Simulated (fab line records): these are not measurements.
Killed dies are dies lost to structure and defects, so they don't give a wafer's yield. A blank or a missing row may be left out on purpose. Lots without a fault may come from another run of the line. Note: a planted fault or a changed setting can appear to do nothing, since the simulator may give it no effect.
A struck lot beside a sound one :: flow n5Finfet :: 16 steps out of a route of 1938
Sound: wafers L225.2, L225.3, L225.5. Struck: wafer L235.6 (left out: L235.2, L235.5 of the same lot, which were not struck); the cause appears at the end.
At each step with rows: each side's tool, then ch and its chambers, then its first start. Under that, the readings that differ: sound wafers :: struck wafers :: difference of the means :: sigmas: that difference in standard deviations of wafers without a fault.
alike: readings with means less than 2 such deviations apart, plus words and numbers identical on both sides. not compared: withheld readings, readings lacking a value on some wafer, bounds such as >300 that could conceal the same value, and numbers that have no deviation in the record and whose values overlap.
A row with sigmas, a row that says differs or no value, or rows on one side alone: a step with any of these is where the two part. Numbers that have no deviation but don't overlap get no sigmas and don't part them. A reading missing from all wafers of one side parts the sides only when that side holds two or more wafers.

N5_MOL_CONTACT_COAG_VIA_ETCH_117: etches SiO2 in C4F6/O2, target depth 40 nm, overetch 8 nm, time 26 s.
  sound on rieDiel-03 ch 0,3, day 5 21:11; struck on rieDiel-03 ch 1, day 8 15:08
reading: rfFwdPowerW (W)
sound: 322.3 321.1 322.4
struck: 318.4
difference: -3.5
sigmas: -3

reading: throttleValvePct (%)
sound: 41.1 40.9 41.1
struck: 41.8
difference: +0.8
sigmas: +2
  alike: drypumpMotorCurrentA, oesProductAu, rfVppV, showerheadPlenumPTorr
  not compared: rfHoursCounterH
N5_MOL_CONTACT_COAG_ETCH_124: etches SiNx in CH3F/O2, stops on SiOC, target depth 6.5 nm.
  sound on rieDiel-03 ch 0,3, day 5 21:13; struck on rieDiel-03 ch 1, day 8 15:09
reading: throttleValvePct (%)
sound: 16.35 16.06 16.37
struck: 16.88
difference: +0.62
sigmas: +3
  alike: drypumpMotorCurrentA, oesProductAu, rfFwdPowerW, rfVppV, showerheadPlenumPTorr
  not compared: rfHoursCounterH
N5_MOL_CONTACT_COAG_ETCH_48: etches SiOC in C4F6/O2, target depth 15 nm, overetch 4.5 nm, time 17 s.
  sound on rieDiel-03 ch 0,3, day 5 21:16; struck on rieDiel-03 ch 1, day 8 15:11
reading: throttleValvePct (%)
sound: 40.6 40.4 40.6
struck: 41.3
difference: +0.8
sigmas: +2
  alike: drypumpMotorCurrentA, oesProductAu, rfFwdPowerW, rfVppV, showerheadPlenumPTorr
  not compared: rfHoursCounterH
N5_MOL_CONTACT_COAG_STRIP_72: strips in N2/H2.
  sound on rieDiel-03 ch 0,3, day 5 21:19; struck on rieDiel-03 ch 1, day 8 15:15
reading: throttleValvePct (%)
sound: 23.54 23.53 23.56
struck: 24.29
difference: +0.75
sigmas: +3
  alike: drypumpMotorCurrentA, oesProductAu, rfVppV, showerheadPlenumPTorr
  not compared: rfHoursCounterH
then, 3 steps without rows for these wafers: N5_MOL_CONTACT_COAG_STRIP_49 (strips in N2/H2, time 30 s); N5_MOL_CONTACT_COAG_PRECLEAN_138 (cleans in alkaline clean, time 60 s); N5_MOL_CONTACT_COAG_SRD_139 (time 30 s).
N5_MOL_CONTACT_COAG_CD_MEAS_101 targets a cd of 16 nm.
  struck on cdSem-01, day 8 15:29; sound on cdSem-03, day 5 21:32
  alike: cdNm
then, 1 step without rows for these wafers: N5_MOL_CONTACT_COAG_PRE_CLEAN_121.
N5_MOL_CONTACT_COAG_CVD_140: deposits W, target thk 66.5 nm, time 215 s.
  sound on cvdW-02 ch 0, day 5 21:50; struck on cvdW-02 ch 0, day 8 15:37
  alike: heaterPowerW
then, 2 steps without rows for these wafers: N5_MOL_CONTACT_COAG_PRECLEAN_127 (cleans in DIW, time 57.5 s); N5_MOL_CONTACT_COAG_SRD_128 (dry time 32 s).
N5_MOL_CONTACT_COAG_CMP_52: polishes, stops on SiO2, t overpolish 1.5 s, target thk 66.5 nm.
  sound on cmp-02 ch 0,3, day 5 22:19; struck on cmp-04 ch 1, day 8 15:58
reading: platenRpm (rpm)
sound: 50.26 50.27 50.24
struck: 52.31
difference: +2.05
sigmas: +57
  alike: motorCurrentA, overpolishRunS, slurryFilterDpKPa, slurryFlowMlMin, timeToEndpointS
N5_MOL_CONTACT_COAG_THK_MEAS_53:
  struck on filmMetro-01, day 8 16:13; sound on filmMetro-02, day 5 22:37
  alike: VIA_MOL_THK
-- a jump in the record: the struck wafers' starts before and after are 3 days apart (it breaks off in module MOL_CONTACT_COAG and resumes in module BEOL_M4, where the first step shown is number 1111 of the route) --
N5_BEOL_M4_RC_MEAS_101:
  sound on prober-02 ch 0, day 8 14:30; struck on prober-01 ch 0, day 11 16:19
  alike: DIBL_N, DIBL_P, IOFF_N, IOFF_P, ION_N, ION_P, SS_N, SS_P, VT_N, VT_P
-- here the record skips 5 days between the struck wafers' starts before and after, leaving off in module BEOL_M4 and picking up in module PASSIVATION (first step shown: number 1936 of the route) --
N5_PASSIVATION_PROBE_49:
  struck on prober-02, day 16 09:31; sound on prober-01, day 12 19:17
  alike: defectLimitedYield, killed_at_M0_to_M3, killed_at_M4_up, killedAtContacts, killedAtFrontEnd, killedAtOther, killedDies, killedOpen, killedShort, sort_bin_5_function, sort_bin_6_memory, sortNPass, sortYieldPct

WHERE THEY PART
Last at N5_MOL_CONTACT_COAG_CMP_52 as far as this record goes, first at N5_MOL_CONTACT_COAG_VIA_ETCH_117. Later steps at which nothing parts them and some readings are alike: N5_MOL_CONTACT_COAG_THK_MEAS_53, N5_BEOL_M4_RC_MEAS_101, N5_PASSIVATION_PROBE_49.

WHY: what the simulator had put in
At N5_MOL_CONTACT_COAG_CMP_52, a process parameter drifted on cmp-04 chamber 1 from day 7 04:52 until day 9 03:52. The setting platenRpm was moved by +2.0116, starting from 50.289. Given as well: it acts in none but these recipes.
